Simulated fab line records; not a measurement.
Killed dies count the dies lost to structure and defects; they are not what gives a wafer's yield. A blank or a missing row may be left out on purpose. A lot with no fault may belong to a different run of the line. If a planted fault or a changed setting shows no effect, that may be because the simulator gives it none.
Lot-split experiment ; flow n5-finfet ; 21 wafers read from 7 lots, route of 1938 steps

== ABOUT THE SPLIT ==
At N5_SPACER0_ALD_00 (deposits SiOCN, target thk 3.5 nm, pulse time 3 s, purge time 2 s), the setting ald-cycles was moved away from the recipe's 58 on 9 of the 21 wafers read, by -12.1% to +10.3%. The other wafers ran this setting at the recipe's value.

The reading is taken at the split's own step.

== THE READING ==
SiOCN_of_SPACER0_ALD_00.thk-nm (the simulator's own value, which no gauge read), in nm, at N5_SPACER0_ALD_00 (deposits SiOCN, target thk 3.5 nm, pulse time 3 s, purge time 2 s). The file does not state a usual value for it. The 12 wafers here that ran the recipe average 3.5 nm, standard deviation 0.094 nm.

wafer;tool, chamber at the split;ald-cycles as run;against the recipe;SiOCN_of_SPACER0_ALD_00.thk-nm, nm;against lot-mates on the recipe
L075.2;ald-sin-03, 2;61;+5.2%;3.6;+0.2
L075.4;ald-sin-03, 0,2;58;recipe;3.4;-
L075.5;ald-sin-03, 0,2;58;recipe;3.4;-
L077.1;ald-sin-01, 0;58;recipe;3.6;-
L077.2;ald-sin-01, 2,1;55;-5.2%;3.4;-0.2
L077.3;ald-sin-01, 2,1;55;-5.2%;3.4;-0.2
L080.1;ald-sin-01, 3,0;51;-12.1%;3;-0.4
L080.6;ald-sin-01, 3,0;51;-12.1%;3;-0.4
L080.3;ald-sin-01, 0;58;recipe;3.4;-
L083.2;ald-sin-03, 3;58;recipe;3.4;-
L083.4;ald-sin-03, 1,0;58;recipe;3.6;-
L083.5;ald-sin-03, 1,0;58;recipe;3.6;-
L085.3;ald-sin-04, 2,0;58;recipe;3.6;-
L085.5;ald-sin-04, 2,0;58;recipe;3.6;-
L085.6;ald-sin-04, 1;54;-6.9%;3.2;-0.4
L090.2;ald-sin-03, 0,3;58;recipe;3.6;-
L090.6;ald-sin-03, 0,3;58;recipe;3.6;-
L090.5;ald-sin-03, 0;64;+10.3%;4;+0.4
L091.2;ald-sin-04, 2,1;52;-10.3%;3.2;-0.4
L091.3;ald-sin-04, 2,1;52;-10.3%;3.2;-0.4
L091.4;ald-sin-04, 3;58;recipe;3.6;-
Rows listing several chambers each stand for several wafers; the file does not say which wafer went through which chamber.

FIT RESULTS
A straight line over all 21 wafers: SiOCN_of_SPACER0_ALD_00.thk-nm changes by +0.0387 nm for each +1% of ald-cycles; r = +0.93; the points scatter about the line by 0.092 nm.
The same after taking each lot's own level away (the mean of its wafers on the recipe; 21 wafers): +0.0376 nm for each +1%; r = +0.97; scatter 0.053 nm.
Per that fit: largest ald-cycles move, reading shift of 0.45 nm.
From 3.40 to 3.60 nm: that is the span of the lots' own levels, equal to 2.1 times the standard deviation above.
The two slopes agree, so the slope changes little with the lot-to-lot level.
Check: for one of the wafers moved furthest among these (-12.1%), held out of the fit, the line's prediction against its lot-mates is -0.47 nm. It came out at -0.4 nm against them.

== FURTHER SPLITS ON THESE WAFERS ==
Before the reading, these wafers also passed through other splits. Each is held against what the fit with the lots' levels taken away leaves over:
other split on the same wafers;wafers away from the commonest value;r with SiOCN_of_SPACER0_ALD_00.thk-nm (lot level and that fit taken away)
N5_ZERO_LAYER_EXPOSE_08 dose-mj;6;-0.19
N5_WELL_APT_COAT_02 spin-rpm;10;+0.37
N5_FIN_SAQP_PEB_14 peb-time-s;7;-0.13
N5_FIN_SAQP_ETCH_52 source-w;5;+0.38
N5_DUMMY_GATE_COAT_28 spin-rpm;7;-0.03

== FILE'S OWN FIT ==
SiOCN_of_SPACER0_ALD_00.thk-nm changes by +0.0389 nm for each +1% of ald-cycles, r = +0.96.
